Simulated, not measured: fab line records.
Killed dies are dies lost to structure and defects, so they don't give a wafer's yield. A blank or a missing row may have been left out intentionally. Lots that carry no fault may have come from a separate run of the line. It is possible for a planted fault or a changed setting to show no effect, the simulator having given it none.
Matching of chambers | flow n5_finfet | N5_GATE_CUT_ETCH_28 on rie_diel-01 has 4 sister chambers
The step etches underlayer in N2/H2, target depth 13 nm, time 10.4 s. 4 wafers are shown with their chamber, then 7 later ones without.

WAFERS, EACH WITH ITS CHAMBER
wafer  | chamber | throttle_valve_pct (%)
L084.3 | 1       | 18.23
L084.4 | 2       | 17.85
L090.3 | 0       | 17.59
L090.4 | 3       | 17.97

WAFERS MISSING THEIR CHAMBER
wafer  | throttle_valve_pct (%)
L090.6 | 18.25
L095.1 | 18.25
L095.3 | 17.87
L095.5 | 17.98
L096.1 | 17.88
L096.2 | 18.01
L096.5 | 17.63

WHICH CHAMBER EACH WENT THROUGH
wafer  | from the rows above | in truth
L090.6 | 1                   | 1
L095.1 | 1                   | 1
L095.3 | 2                   | 2
L095.5 | 3                   | 3
L096.1 | 2                   | 2
L096.2 | 3                   | 3
L096.5 | 0                   | 0
Correct placement for 7 of the 7. Can't be placed from these rows: 0. Placed wrongly: 0.
How it was worked out, from the rows above alone: a wafer's distance from a chamber is the root of the sum, over the readings, of the square of ((its reading less the chamber's mean) divided by the reading's scatter). The wafer belongs to the nearest chamber; if the next one is less than 2 further off, it can't be placed. Each chamber's mean is taken over the wafers shown for it. The scatter: root of mean squared gap, hidden wafer to nearest shown wafer, with one shown wafer a chamber.
